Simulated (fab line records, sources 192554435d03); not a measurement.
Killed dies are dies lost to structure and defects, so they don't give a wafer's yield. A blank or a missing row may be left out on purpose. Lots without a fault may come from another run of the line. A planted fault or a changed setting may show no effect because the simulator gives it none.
Chamber matching | flow n5_finfet | N5_SD_EPI_N_SD_RECESS_17 on rie_si-01: 4 sister chambers
The step chemistry HBr/Cl2/O2, target depth 41 nm, time 23.7 s, bt time 3 s. 8 wafers are shown with their chamber, then 7 later ones without.

WAFERS WITH THEIR CHAMBER
wafer  | chamber | throttle_valve_pct (%) | he_backside_leak_sccm (sccm)
L074.6 | 0       | 36.7                   | 2.68
L081.2 | 3       | 36.9                   | 2.64
L081.5 | 2       | 36.3                   | 2.84
L082.4 | 2       | 36.3                   | 2.81
L082.5 | 1       | 37.9                   | 2.54
L082.6 | 3       | 36.8                   | 2.62
L091.2 | 0       | 36.6                   | 2.51
L091.3 | 1       | 37.9                   | 2.68

WAFERS WITHOUT THEIR CHAMBER
wafer  | throttle_valve_pct (%) | he_backside_leak_sccm (sccm)
L091.4 | 36.3                   | 2.96
L092.2 | 36.6                   | 2.43
L092.5 | 36.6                   | 2.48
L092.6 | 36.9                   | 2.80
L096.3 | 36.6                   | 2.61
L096.4 | 37.9                   | 2.61
L096.5 | 37.9                   | 2.64

WHICH CHAMBER EACH WENT THROUGH
wafer  | from the rows above | in truth
L091.4 | 2                   | 2
L092.2 | 0                   | 0
L092.5 | 0                   | 0
L092.6 | 3                   | 3
L096.3 | 0                   | 0
L096.4 | 1                   | 1
L096.5 | 1                   | 1
Placed correctly: 7 of 7. Can't be placed from these rows: 0. Placed wrongly: 0.
How it was worked out, from the rows above alone: a wafer's distance from a chamber is the root of the sum, over the readings, of the square of ((its reading less the chamber's mean) divided by the reading's scatter). The wafer belongs to the nearest chamber; if the next one is less than 2 further off, it can't be placed. A chamber's mean is the mean of its shown wafers. The scatter: the root of (the sum of the squares of (reading less its chamber's mean) over the shown wafers, divided by (wafers less chambers)).
